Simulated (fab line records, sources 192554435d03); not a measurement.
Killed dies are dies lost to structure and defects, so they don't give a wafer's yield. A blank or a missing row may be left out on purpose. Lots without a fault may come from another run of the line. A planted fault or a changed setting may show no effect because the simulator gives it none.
A struck lot beside a sound one | flow n5_finfet | 37 steps out of a route of 1938
Sound: wafers L780.1, L780.2, L780.6. Struck: wafer L786.1. (L786.4, L786.5 of the same lot were not struck and are left out.) The cause comes at the end.
At each step with rows: each side's tool, then ch and its chambers, then its first start. Under that, the readings that differ: sound wafers | struck wafers | difference of the means | sigmas: that difference in standard deviations of wafers without a fault.
alike: readings whose means differ by less than 2 such deviations, and words and numbers that are the same on both sides. not compared: withheld readings, readings that some wafer has no value for, bounds like >300 that may hide the same value, and numbers for which the record gives no deviation and whose values overlap.
The two part at a step that has a row with sigmas, a row that says differs or no value, or rows on one side only. Numbers that don't overlap but have no deviation are shown without sigmas and don't part them. A reading that every wafer of one side lacks parts them only if that side has two wafers or more.

first, 9 steps without rows for these wafers: N5_BEOL_M8_DESCUM_33 (chemistry O2, time 7 s); N5_BEOL_M8_ETCH_72 (etches underlayer in N2/H2, target depth 6.5 nm, time 5.2 s); N5_BEOL_M8_ETCH_65 (etches SiARC in CF4, target depth 15.6 nm, time 26 s); N5_BEOL_M8_ETCH_66 (etches SOC in N2/H2, target depth 80 nm, overetch 16 nm, time 120 s); N5_BEOL_M8_STRIP_69 (strips in N2/H2); N5_BEOL_M8_STRIP_73 (strips in N2/H2); N5_BEOL_M8_VIA_ETCH_34 (etches SiCOH lowk in C4F6/O2, target depth 125.5 nm, time 50.5 s); N5_BEOL_M8_STRIP_76 (strips in C4F6/O2); N5_BEOL_M8_STRIP_36 (strips in N2/H2).
N5_BEOL_M8_TRENCH_ETCH_37: etches SiCOH lowk in C4F6/O2, target depth 93.478 nm, time 31.2 s.
  sound on rie_diel-01 ch 1,2,3, day 10 00:18; struck on rie_diel-01 ch 0, day 11 20:59
  reading                             | sound             | struck | difference | sigmas
  oes_f_703_au (a.u.)                 | 0.85 0.72 0.70    | 1.08   | +0.32      | +4
  oes_o_777_au (a.u.)                 | 0.87 0.73 0.71    | 1.04   | +0.27      | +3
  rf_fwd_power_W (W)                  | 338.6 340.9 340.5 | 426.7  | +86.7      | +58
  rf_vpp_V (V)                        | 672 656 670       | 598    | -68        | -14
  model.BEOL_M8.feature_depth_nm (nm) | 93.6 92.6 91.6    | 102    | +9         |
  model.etch.depth_nm (nm)            | 93.67 92.57 91.52 | 102    | +9         |
  alike: C4F6_flow_sccm, drypump_motor_current_A, mfc_ar_sccm, oes_product_au, showerhead_plenum_p_Torr, throttle_valve_pct
  not compared: rf_hours_counter_h
then, 2 steps without rows for these wafers: N5_BEOL_M8_ETCH_41 (etches SiCN in CH3F/O2, target depth 31.9 nm, time 57.8 s); N5_BEOL_M8_STRIP_80 (strips in N2/H2, time 10 s).
N5_BEOL_M8_OCD_MEAS_38:
  sound on ocd-01, day 10 00:28; struck on ocd-01, day 11 21:09
  reading              | sound          | struck | difference | sigmas
  trench_depth_nm (nm) | 93.1 92.7 91.8 | 102.1  | +9.6       | +8
then, 13 steps without rows for these wafers: N5_BEOL_M8_HM_STRIP_39 (strips TiN in peroxide tin strip, target depth 25 nm, time 158 s); N5_BEOL_M8_SRD_40 (time 30 s); N5_BEOL_M8_PRECLEAN_42 (cleans in residue remover, time 60 s); N5_BEOL_M8_SRD_43 (time 30 s); N5_BEOL_M8_CURE_75 (cures SiCOH lowk, time 120 s); N5_BEOL_M8_DEGAS_44 (time 60 s); N5_BEOL_M8_PRE_CLEAN_45 (time 30 s); N5_BEOL_M8_ALD_77 (deposits TaN, target thk 2 nm, pulse time 2 s, purge time 3 s); N5_BEOL_M8_SURFACE_TREAT_79; N5_BEOL_M8_CVD_78 (deposits Co from CCTBA/H2, target thk 2 nm, time 142.3 s); N5_BEOL_M8_SPUTTER_48 (material Cu, target thk 10 nm, time 1.667 s); N5_BEOL_M8_ECD_50 (material Cu, target thk 300 nm); N5_BEOL_M8_ANNEAL_51 (time 90 s).
N5_BEOL_M8_CMP_52: polishes, stops on SiCOH lowk, t overpolish 6.9 s, target thk 80 nm.
  sound on cmp-03 ch 1,3, day 10 02:26; struck on cmp-03 ch 3, day 12 02:13
  reading                                | sound          | struck | difference | sigmas
  barrier_field_endpoint_s (s)           | 27.9 27.2 27.9 | 29.2   | +1.5       | +2
  model.Cu_of_BEOL_M8_ECD_50.thk_nm (nm) | 81.4 81 78.8   | 88.2   | +7.8       |
  alike: clearing_platen_down_force_psi, motor_current_A, overpolish_run_s, time_to_endpoint_s
  not compared: pad_life_wafers
N5_BEOL_M8_THK_MEAS_53: measures by xrf.
  sound on film_metro-02, day 10 02:42; struck on film_metro-02, day 12 02:29
  reading     | sound          | struck | difference | sigmas
  M8_THK (nm) | 80.3 80.3 78.3 | 87.7   | +8.1       | +4
then, 2 steps without rows for these wafers: N5_BEOL_M8_PRE_CLEAN_55 (time 15 s); N5_BEOL_M8_DEP_56 (deposits SiCN from 3MS/NH3, target thk 10 nm, time 17.5 s).
N5_BEOL_M8_RS_MEAS_57: measures by four-point-probe.
  sound on film_metro-01, day 10 02:50; struck on film_metro-01, day 12 02:37
  reading        | sound             | struck | difference | sigmas
  M8_RS (ohm/sq) | 0.280 0.282 0.292 | 0.255  | -0.030     | -4
then, 5 steps without rows for these wafers: N5_BEOL_M9_ILD_DEP_00 (deposits SiCOH lowk from DEMS/porogen, target thk 308.51 nm, time 58 s); N5_BEOL_M9_CURE_71 (cures SiCOH lowk, time 240 s); N5_BEOL_M9_PECVD_70 (deposits SiO2 from TEOS/O2, target thk 20 nm, time 22.7 s); N5_BEOL_M9_HM_DEP_02 (deposits TiN, target thk 20 nm); N5_BEOL_M9_COAT_59 (time 60 s, resist thk 100 nm).
-- the record jumps here: 2 days lie between the struck wafers' starts before and after (it left off in module BEOL_M9 and takes up again in module BEOL_M15, whose first step shown is number 1830 of the route) --
N5_BEOL_M15_RC_MEAS_101:
  sound on prober-01 ch 0, day 11 22:11; struck on prober-02 ch 0, day 14 03:37
  reading           | sound                   | struck  | difference | sigmas
  COMB_M15 (S/m)    | 2.7e-12 2.8e-12 3.2e-12 | 4.1e-12 | +1.2e-12   | +2
  SERP_M14 (ohm/um) | 0.163 0.164 0.162       | 0.157   | -0.006     | -2
  alike: COMB_M10, COMB_M11, COMB_M12, COMB_M13, COMB_M14, COMB_M5, COMB_M6, COMB_M7, COMB_M8, COMB_M9, SERP_M10, SERP_M11, SERP_M12, SERP_M13, SERP_M5, SERP_M6, SERP_M7, SERP_M8, SERP_M8_max_site, SERP_M9

WHERE THEY PART
First at N5_BEOL_M8_TRENCH_ETCH_37; last, within this record, at N5_BEOL_M15_RC_MEAS_101.

WHY: what the simulator had put in
Process parameter drift: rie_diel-01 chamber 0, from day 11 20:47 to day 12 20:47, at N5_BEOL_M8_TRENCH_ETCH_37. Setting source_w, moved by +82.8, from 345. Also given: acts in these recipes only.
